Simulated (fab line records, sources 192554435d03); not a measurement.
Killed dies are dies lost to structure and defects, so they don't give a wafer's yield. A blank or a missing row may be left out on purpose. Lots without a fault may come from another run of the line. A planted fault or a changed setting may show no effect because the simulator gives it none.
Split-lot experiment | flow n5_finfet | 7 lots, 39 wafers read, on a route of 1938 steps

THE SPLIT
At N5_WELL_APT_EXPOSE_22 (exposes mask PWELL, defocus 0 nm, target cd 200 nm), the setting dose_mj was moved away from the recipe's 23.2 on 18 of the 39 wafers read, by -6.3% to +5.8%. The other wafers ran this setting at the recipe's value.

FROM THE SPLIT TO THE READING: what the file shows between them, 3 steps
- N5_WELL_APT_PEB_23: peb time 90 s
- N5_WELL_APT_DEVELOP_24: develop time 45 s
- N5_WELL_APT_HARDBAKE_29: time 120 s

THE READING
cd_nm, in nm, at N5_WELL_APT_CD_MEAS_25 (target cd 200 nm). Fault-free wafers of this fab line usually give 199.9 nm, standard deviation 1.3 nm.

wafer  | tool, chamber at the split | dose_mj as run | against the recipe | cd_nm, nm | against lot-mates on the recipe
L080.1 | krf_scanner-02, 0          | 23.2           | recipe             | 197.4     | -
L080.3 | krf_scanner-02, 0          | 23.2           | recipe             | 197.0     | -
L080.5 | krf_scanner-02, 0          | 23.2           | recipe             | 197.4     | -
L082.1 | krf_scanner-01, 0          | 23.2           | recipe             | 201.2     | -
L082.2 | krf_scanner-01, 0          | 24.54          | +5.8%              | 212.3     | +11.3
L082.3 | krf_scanner-01, 0          | 23.2           | recipe             | 200.4     | -
L082.4 | krf_scanner-01, 0          | 23.2           | recipe             | 201.4     | -
L082.5 | krf_scanner-01, 0          | 24.54          | +5.8%              | 210.3     | +9.3
L082.6 | krf_scanner-01, 0          | 24.54          | +5.8%              | 211.6     | +10.6
L085.1 | krf_scanner-02, 0          | 23.2           | recipe             | 199.1     | -
L085.2 | krf_scanner-02, 0          | 23.2           | recipe             | 200.8     | -
L085.3 | krf_scanner-02, 0          | 21.74          | -6.3%              | 186.7     | -13.0
L085.4 | krf_scanner-02, 0          | 21.74          | -6.3%              | 187.1     | -12.6
L085.5 | krf_scanner-02, 0          | 21.74          | -6.3%              | 186.4     | -13.3
L085.6 | krf_scanner-02, 0          | 23.2           | recipe             | 199.2     | -
L086.1 | krf_scanner-01, 0          | 22.24          | -4.1%              | 192.6     | -8.1
L086.2 | krf_scanner-01, 0          | 23.2           | recipe             | 199.5     | -
L086.3 | krf_scanner-01, 0          | 23.2           | recipe             | 201.8     | -
L086.4 | krf_scanner-01, 0          | 22.24          | -4.1%              | 192.8     | -7.9
L086.5 | krf_scanner-01, 0          | 23.2           | recipe             | 200.7     | -
L086.6 | krf_scanner-01, 0          | 22.24          | -4.1%              | 192.0     | -8.7
L090.1 | krf_scanner-01, 0          | 22.35          | -3.7%              | 192.3     | -7.7
L090.2 | krf_scanner-01, 0          | 23.2           | recipe             | 200.0     | -
L090.3 | krf_scanner-01, 0          | 22.35          | -3.7%              | 193.3     | -6.7
L090.4 | krf_scanner-01, 0          | 23.2           | recipe             | 199.0     | -
L090.5 | krf_scanner-01, 0          | 23.2           | recipe             | 201.0     | -
L090.6 | krf_scanner-01, 0          | 22.35          | -3.7%              | 192.7     | -7.3
L095.1 | krf_scanner-01, 0          | 22.74          | -2.0%              | 197.4     | -2.3
L095.2 | krf_scanner-01, 0          | 22.74          | -2.0%              | 195.1     | -4.6
L095.3 | krf_scanner-01, 0          | 23.2           | recipe             | 200.1     | -
L095.4 | krf_scanner-01, 0          | 22.74          | -2.0%              | 197.9     | -1.8
L095.5 | krf_scanner-01, 0          | 23.2           | recipe             | 198.7     | -
L095.6 | krf_scanner-01, 0          | 23.2           | recipe             | 200.4     | -
L097.1 | krf_scanner-02, 0          | 23.2           | recipe             | 198.0     | -
L097.2 | krf_scanner-02, 0          | 23.2           | recipe             | 198.1     | -
L097.3 | krf_scanner-02, 0          | 24.49          | +5.6%              | 209.1     | +10.8
L097.4 | krf_scanner-02, 0          | 24.49          | +5.6%              | 208.4     | +10.1
L097.5 | krf_scanner-02, 0          | 23.2           | recipe             | 198.7     | -
L097.6 | krf_scanner-02, 0          | 24.49          | +5.6%              | 206.6     | +8.3

THE FIT
A straight line over all 39 wafers: cd_nm changes by +1.85 nm for each +1% of dose_mj; r = +0.97; the points scatter about the line by 1.4 nm.
The same after taking each lot's own level away (the mean of its wafers on the recipe; 39 wafers): +1.89 nm for each +1%; r = +0.99; scatter 0.86 nm.
On that fit, the largest move of dose_mj shifts the reading by 12 nm.
The lots' own levels span 197.27 to 201.00 nm, that is 2.9 times the standard deviation above.
So the lot-to-lot level changes the slope little: the two slopes agree.
Check: with one of the wafers moved furthest among these (-6.3%) left out of the fit, the line predicts -11.9 nm for it against its lot-mates. It came out at -13 nm against them.

THE WHOLE CHAIN: every reading that the file lists as answering this split, in the file's order
step                   | what it does             | reading                                                         | change (the file's fit)              | r (the file's)
N5_WELL_APT_CD_MEAS_25 | target cd 200 nm         | cd_nm                                                           | +1.9 nm for each +1% of the setting  | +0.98
N5_WELL_APT_DESCUM_30  | chemistry O2, time 7.9 s | WELL_APT.cd_nm (the simulator's own value, which no gauge read) | +1.88 nm for each +1% of the setting | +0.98

THE FILE'S OWN FIT
cd_nm changes by +1.9 nm for each +1% of dose_mj, r = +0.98.
